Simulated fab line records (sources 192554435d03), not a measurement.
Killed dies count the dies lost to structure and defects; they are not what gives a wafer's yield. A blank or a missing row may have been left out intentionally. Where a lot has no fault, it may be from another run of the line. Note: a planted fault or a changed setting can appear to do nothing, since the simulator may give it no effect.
Lot-split experiment ; flow n5-finfet ; 21 wafers read from 7 lots, route of 1938 steps

## THE SPLIT ITSELF
At N5_BEOL_M5_TRENCH_ETCH_37 (etches SiCOH lowk in C4F6/O2, target depth 71.652 nm, time 24.7 s), the setting bias-w was moved away from the recipe's 185 W on 5 of the 21 wafers read, by -16.6% to +9.4%. This setting was run at the recipe's value on the other wafers.

The reading is taken at the split's own step.

## THE READING
rf-vpp-V, in V, at N5_BEOL_M5_TRENCH_ETCH_37 (etches SiCOH lowk in C4F6/O2, target depth 71.652 nm, time 24.7 s). On this fab line, fault-free wafers typically give 668 V with a standard deviation of 10 V.

wafer;tool, chamber at the split;bias-w as run, W;against the recipe;rf-vpp-V, V;against lot-mates on the recipe
L077.1;rie-diel-05, 1;185;recipe;674;-
L077.2;rie-diel-05, 3;200.4;+8.3%;713;+40
L077.6;rie-diel-05, 1;185;recipe;673;-
L076.1;rie-diel-03, 1;185;recipe;661;-
L076.3;rie-diel-03, 3;154.2;-16.6%;568;-93
L076.5;rie-diel-03, 3;154.2;-16.6%;566;-95
L079.4;rie-diel-03, 3;185;recipe;655;-
L079.5;rie-diel-03, 0;185;recipe;668;-
L079.6;rie-diel-03, 1;185;recipe;660;-
L082.2;rie-diel-05, 2;185;recipe;678;-
L082.3;rie-diel-05, 3;185;recipe;667;-
L082.5;rie-diel-05, 2;185;recipe;676;-
L081.1;rie-diel-03, 1;185;recipe;659;-
L081.5;rie-diel-03, 0;185;recipe;668;-
L081.6;rie-diel-03, 3;185;recipe;655;-
L087.1;rie-diel-05, 1;185;recipe;672;-
L087.2;rie-diel-05, 3;202.3;+9.4%;716;+44
L087.4;rie-diel-05, 0;202.3;+9.4%;703;+31
L086.1;rie-diel-05, 2;185;recipe;678;-
L086.2;rie-diel-05, 0;185;recipe;657;-
L086.4;rie-diel-05, 3;185;recipe;668;-

FIT RESULTS
A straight line over all 21 wafers: rf-vpp-V changes by +5.63 V for each +1% of bias-w; r = +0.98; the points scatter about the line by 8.2 V.
The same after taking each lot's own level away (the mean of its wafers on the recipe; 21 wafers): +5.19 V for each +1%; r = +0.98; scatter 6.7 V.
On that fit, the largest move of bias-w shifts the reading by 86 V.
Measured against the standard deviation above, the lots' own levels, which go from 660.7 to 673.7 V, span 1.3 times it.
The two slopes agree, so the slope changes little with the lot-to-lot level.
Check: -85.6 V against its lot-mates is what the line predicts for one of the wafers moved furthest among these (-16.6%) when that wafer is left out of the fit. It came out at -93 V against them.
Tool readings at the split's step, against how far the setting was moved: rf-vpp-V r = +0.98.

## THE OTHER SPLITS THESE WAFERS WENT THROUGH
Other splits were also applied to these wafers ahead of the reading. Each is held against what the fit with the lots' levels taken away leaves over:
other split on the same wafers;wafers away from the commonest value;r with rf-vpp-V (lot level and that fit taken away)
N5_BEOL_M5_COAT_22 spin-rpm;9;-0.14

## FILE'S OWN FIT
rf-vpp-V changes by +5.2 V for each +1% of bias-w, r = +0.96.
